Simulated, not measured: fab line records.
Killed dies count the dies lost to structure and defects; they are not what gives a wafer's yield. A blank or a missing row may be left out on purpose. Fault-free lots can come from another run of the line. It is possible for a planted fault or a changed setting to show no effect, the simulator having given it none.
Comparing a struck lot with a sound one + flow n5_finfet + 14 steps out of a route of 1938
Sound: the wafers L631.1, L631.3, L631.6. Struck: wafer L634.1 (left out: L634.3, L634.4 of the same lot, which were not struck); the cause appears at the end.
Order at every step that has rows: each side's tool, ch and its chambers, its first start. Under that, the readings that differ: sound wafers + struck wafers + difference of the means + sigmas: that difference in standard deviations of wafers without a fault.
alike: readings whose means differ by less than 2 such deviations, and words and numbers that are the same on both sides. not compared: withheld readings, readings that some wafer has no value for, bounds like >300 that may hide the same value, and numbers for which the record gives no deviation and whose values overlap.
Wherever a step has rows on one side only, a row that says differs or no value, or a row with sigmas, the two part there. Numbers that don't overlap but have no deviation are shown without sigmas and don't part them. A reading missing from all wafers of one side parts the sides only when that side holds two or more wafers.

first, 3 steps without rows for these wafers: N5_BEOL_M7_EXPOSE_25 (exposes mask V6, target cd 40 nm); N5_BEOL_M7_PEB_26 (peb time 60 s); N5_BEOL_M7_DEVELOP_27 (develop time 30 s).
N5_BEOL_M7_CD_MEAS_28: the cd target is 40 nm.
  sound on cd_sem-02 ch 0, day 12 17:32; struck on cd_sem-02 ch 0, day 14 03:48
  alike: cd_nm
N5_BEOL_M7_OVL_MEAS_29:
  sound on overlay-02 ch 0, day 12 17:34; struck on overlay-02 ch 0, day 14 03:50
  alike: V6_OVL
N5_BEOL_M7_INSPECT_30: inspects for defects (brightfield).
  struck on defect_inspect-02, day 14 03:53; sound on defect_inspect-01, day 12 17:38
| reading          | sound       | struck | difference | sigmas |
|------------------|-------------|--------|------------|--------|
| raw_defect_count | 496 551 444 | 271    | -226       | -3     |
N5_BEOL_M7_DESCUM_33: chemistry O2, time 7 s.
  sound on rie_diel-03 ch 0,2,3, day 12 17:59; struck on rie_diel-03 ch 2, day 14 04:10
  alike: drypump_motor_current_A, oes_product_au, rf_vpp_V, showerhead_plenum_p_Torr, throttle_valve_pct
  not compared: rf_hours_counter_h
N5_BEOL_M7_ETCH_72: etches underlayer in N2/H2, target depth 6.5 nm, time 5.2 s.
  sound on rie_diel-03 ch 0,2,3, day 12 18:01; struck on rie_diel-03 ch 2, day 14 04:12
  alike: drypump_motor_current_A, etch_rf_on_time_s, oes_product_au, rf_vpp_V, showerhead_plenum_p_Torr, throttle_valve_pct
  not compared: rf_hours_counter_h
N5_BEOL_M7_ETCH_65: etches SiARC in CF4, target depth 15.6 nm, time 26 s.
  sound on rie_diel-03 ch 0,2,3, day 12 18:02; struck on rie_diel-03 ch 2, day 14 04:13
  alike: drypump_motor_current_A, etch_rf_on_time_s, oes_product_au, rf_vpp_V, showerhead_plenum_p_Torr, throttle_valve_pct
  not compared: rf_hours_counter_h
N5_BEOL_M7_ETCH_66: etches SOC in N2/H2, target depth 80 nm, overetch 16 nm, time 120 s.
  sound on rie_diel-03 ch 0,2,3, day 12 18:04; struck on rie_diel-03 ch 2, day 14 04:14
  alike: drypump_motor_current_A, oes_product_au, rf_vpp_V, run_length_s, showerhead_plenum_p_Torr, throttle_valve_pct
  not compared: rf_hours_counter_h
then, 2 steps without rows for these wafers: N5_BEOL_M7_STRIP_69 (strips in N2/H2); N5_BEOL_M7_STRIP_73 (strips in N2/H2).
N5_BEOL_M7_VIA_ETCH_34: etches SiCOH lowk in C4F6/O2, target depth 125.5 nm, time 50.5 s.
  sound on rie_diel-03 ch 0,2,3, day 12 18:10; struck on rie_diel-03 ch 2, day 14 04:21
| reading                                  | sound             | struck | difference | sigmas |
|------------------------------------------|-------------------|--------|------------|--------|
| run_length_s (s)                         | 73.8 73.8 74.8    | 70.2   | -3.9       | -10    |
| model.etch.depth_nm (nm)                 | 123.2 125.2 119.6 | 114.5  | -8.2       |        |
| model.SOC_of_BEOL_M7_COAT_63.thk_nm (nm) | 54 54 54.2        | 54.4   | +0.3       |        |
  alike: drypump_motor_current_A, oes_ar_750_au, oes_o_777_au, oes_product_au, rf_vpp_V, showerhead_plenum_p_Torr, throttle_valve_pct
  not compared: rf_hours_counter_h
then, 1 step without rows for these wafers: N5_BEOL_M7_STRIP_76 (strips in C4F6/O2).

== WHERE THEY PART ==
Last at N5_BEOL_M7_VIA_ETCH_34 as far as this record goes, first at N5_BEOL_M7_INSPECT_30.

WHY: whatever the simulator had introduced
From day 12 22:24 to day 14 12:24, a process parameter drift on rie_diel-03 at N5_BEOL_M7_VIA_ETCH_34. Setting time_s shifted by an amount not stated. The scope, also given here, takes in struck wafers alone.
